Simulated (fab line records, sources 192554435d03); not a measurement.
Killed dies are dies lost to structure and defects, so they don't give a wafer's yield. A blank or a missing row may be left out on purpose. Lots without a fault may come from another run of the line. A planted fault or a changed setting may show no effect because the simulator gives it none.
Which tool did it? | flow n5_finfet | 24 lots, 72 wafers sampled, at 1 step of a route of 1938

WHAT THE GAUGES READ, wafer by wafer
N5_BEOL_M1_CD_MEAS_28: target cd y 23.3 nm.
lot  | measured     | on        | cd_nm (nm)
L074 | day 6 12:29  | cd_sem-03 | 23.96 23.73 24.09
L075 | day 6 15:46  | cd_sem-02 | 24.38 24.13 24.01
L077 | day 6 17:11  | cd_sem-02 | 23.89 24.09 24.28
L078 | day 7 03:31  | cd_sem-03 | 24.05 23.82 24.01
L079 | day 7 09:58  | cd_sem-01 | 23.79 23.74 24.49
L080 | day 7 12:56  | cd_sem-02 | 23.87 23.97 24.17
L081 | day 7 19:11  | cd_sem-01 | 23.77 23.83 23.98
L082 | day 8 03:42  | cd_sem-03 | 24.05 24.10 23.95
L083 | day 8 06:41  | cd_sem-01 | 24.06 23.98 24.69
L084 | day 8 15:49  | cd_sem-01 | 23.83 24.39 24.06
L085 | day 8 22:25  | cd_sem-03 | 24.22 24.25 24.17
L086 | day 9 00:43  | cd_sem-03 | 24.06 23.98 23.74
L087 | day 9 05:35  | cd_sem-01 | 24.00 23.86 24.16
L088 | day 9 11:11  | cd_sem-03 | 24.15 24.02 23.77
L089 | day 9 16:21  | cd_sem-02 | 23.91 23.92 23.55
L090 | day 10 01:28 | cd_sem-03 | 23.54 23.86 24.24
L091 | day 10 05:37 | cd_sem-03 | 23.92 23.70 24.34
L092 | day 10 12:31 | cd_sem-01 | 24.27 24.21 23.77
L093 | day 10 23:03 | cd_sem-01 | 23.78 23.78 23.95
L076 | day 11 05:29 | cd_sem-03 | 24.02 23.49 24.01
L094 | day 11 09:40 | cd_sem-01 | 24.09 23.86 23.84
L095 | day 11 18:04 | cd_sem-03 | 24.00 23.76 24.06
L097 | day 12 07:31 | cd_sem-02 | 23.63 24.27 23.99
L096 | day 12 07:41 | cd_sem-01 | 24.13 23.89 23.99

WHICH TOOL RAN EACH LOT (tool, then ch and the chambers of the sampled wafers, then the start)
The record holds no process step before these readings.

WHAT THE TOOLS THEMSELVES READ (means of the sampled wafers that have a number; where no wafer has one, the mark that the record gives instead)
The record holds no such reading with a usual standard deviation.

THE ANSWER, worked out from the rows above alone
Rule: what is usual is taken from the lots themselves. Put in order of their means at a reading, lots are off if they are a third of the lots or fewer, leave a main group of 4 or more, and stand apart from it by a gap of 3 or more times the standard deviation of the main group's means; of several such gaps the widest counts. A main group whose means are all the same, to the digits that the tables above print for the reading, isn't used. A lot without any number at a reading at which 4 lots or more have one is off too. The other lots that the step has rows for count as sound. The gauges are gone through in route order, then the tools' own readings, and for those a lot's mean is taken as printed above. The first step at which some lot is off is used, and at that step the reading that is off furthest; a lot without a number counts as furthest.
No lot is off at any reading shown: from this, nothing can be told.

WHAT THE SIMULATOR HAD PUT IN
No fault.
